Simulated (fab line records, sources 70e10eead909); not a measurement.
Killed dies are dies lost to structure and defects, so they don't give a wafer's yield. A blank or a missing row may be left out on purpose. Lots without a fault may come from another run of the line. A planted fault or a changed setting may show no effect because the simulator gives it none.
Tool commonality check | flow nand_harc | 1 lot, 3 wafers sampled

WHY IT WAS OPENED
At NHARC_END_SORT_01 the reading killed_at_periphery is flagged on 1 of 1 lot. Wafers without a fault read 4.2, standard deviation 2.5.
Rule: a lot is flagged when every wafer of it that has a number lies more than 4 standard deviations from that mean, or none has a number. The other lots count as sound.

lot  | measured     | on        | killed_at_periphery, wafer by wafer | flag
L782 | day 27 10:19 | prober-02 | 614 630 628                         | FLAGGED
The numbers of the flagged lots are 624.0 on average: +619.8 against the usual, or +99 or more standard deviations.

WHICH TOOL RAN EACH LOT
The record holds 1 process step before the reading, out of a route of 1302 steps. In each cell: the tool, then ch and the chambers that the sampled wafers went through, then the start.
lot  | flag    | NHARC_P_GATE_EXPOSE_08
L782 | FLAGGED | krf_scanner-03 ch 0, day 7 18:17
What these steps do:
- NHARC_P_GATE_EXPOSE_08: exposes mask P HV.
- NHARC_END_SORT_01

FLAGGED OVER TOTAL, TOOL BY TOOL (the gauges that took the reading come last)
step                   | tool           | lots run | flagged | share of the flagged lots | sound lots run after its first flagged lot
NHARC_P_GATE_EXPOSE_08 | krf_scanner-03 | 1        | 1       | all                       | 0
NHARC_END_SORT_01      | prober-02      | 1        | 1       | all                       | 0

WHAT THE TABLE ALLOWS
2 rows of the table ran every flagged lot: krf_scanner-03 at NHARC_P_GATE_EXPOSE_08, prober-02 at NHARC_END_SORT_01.
- krf_scanner-03 at NHARC_P_GATE_EXPOSE_08: 1 of its 1 lot flagged. It ran no sound lot before its first flagged lot in this sample, so the start can't be narrowed down.
- prober-02 at NHARC_END_SORT_01: 1 of its 1 lot flagged. It ran no sound lot before its first flagged lot in this sample, so the start can't be narrowed down.
Counting lots can't tell these 2 tools apart, because each fits a fault that began at some hour. More lots, or a look at what each step does to the wafer, might.

WHAT THE SIMULATOR HAD PUT IN
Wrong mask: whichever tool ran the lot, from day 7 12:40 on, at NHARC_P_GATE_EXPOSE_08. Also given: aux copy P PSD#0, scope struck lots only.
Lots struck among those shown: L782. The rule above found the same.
